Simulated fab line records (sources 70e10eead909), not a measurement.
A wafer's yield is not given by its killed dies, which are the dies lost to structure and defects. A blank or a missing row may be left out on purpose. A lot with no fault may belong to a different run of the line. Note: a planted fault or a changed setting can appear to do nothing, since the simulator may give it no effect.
Which of the tools did it? | flow nand-harc | 21 wafers from 7 lots sampled at 3 of the route's 1302 steps

## WHAT THE GAUGES SHOWED, per wafer
NHARC_P_ZERO_WELL_INSPECT_43.
lot  | measured     | on                | raw-defect-count
L152 | day 3 09:44  | defect-inspect-01 | 10 10 8
L161 | day 7 09:29  | defect-inspect-01 | 13 14 11
L163 | day 7 23:32  | defect-inspect-01 | 28 23 13
L165 | day 8 19:37  | defect-inspect-01 | 17 15 16
L167 | day 9 15:47  | defect-inspect-02 | 19 14 6
L169 | day 10 12:25 | defect-inspect-01 | 23 20 13
L172 | day 11 17:52 | defect-inspect-02 | 13 10 9

## WHAT TOOL EACH LOT RAN ON (gives the tool, then ch and the chambers of the sampled wafers, and finally the start)
lot  | NHARC_P_ZERO_WELL_DEVELOP_36      | NHARC_P_ZERO_WELL_DESCUM_39
L152 | litho-track-03, day 3 06:00       | rie-diel-02 ch 0,1, day 3 06:26
L161 | litho-track-03 ch 0, day 7 03:00  | rie-diel-02 ch 1,3, day 7 06:11
L163 | litho-track-07 ch 0, day 7 20:00  | rie-diel-10 ch 0,2,3, day 7 20:22
L165 | litho-track-03 ch 0, day 8 16:00  | rie-diel-09 ch 0,2,3, day 8 16:19
L167 | litho-track-03 ch 0, day 9 12:00  | rie-diel-02 ch 0,3, day 9 12:30
L169 | litho-track-03 ch 0, day 10 08:00 | rie-diel-09 ch 0,1,3, day 10 08:17
L172 | litho-track-05 ch 0, day 11 14:00 | rie-diel-10 ch 1,2,3, day 11 14:31
- NHARC_P_ZERO_WELL_DEVELOP_36: time 70 s.
- NHARC_P_ZERO_WELL_DESCUM_39: chemistry O2, time 3 s.

## THE ANSWER, worked out from the rows above alone
Rule: the usual values come from the lots themselves. The widest of any qualifying gaps counts: lots, ordered by their means at a reading, are off when they make up no more than a third of the lots, leave a main group of 4 or more, and stand apart from it by 3 or more times the standard deviation of that group's means. A main group is skipped when, at the precision printed for the reading in the tables above, its means are all equal. A lot without any number at a reading at which 4 lots or more have one is off too. Where the step has rows for the other lots, those lots are counted as sound.
Nothing can be told from this: no lot is off at any reading shown.

## WHAT HAD BEEN PUT IN BY THE SIMULATOR
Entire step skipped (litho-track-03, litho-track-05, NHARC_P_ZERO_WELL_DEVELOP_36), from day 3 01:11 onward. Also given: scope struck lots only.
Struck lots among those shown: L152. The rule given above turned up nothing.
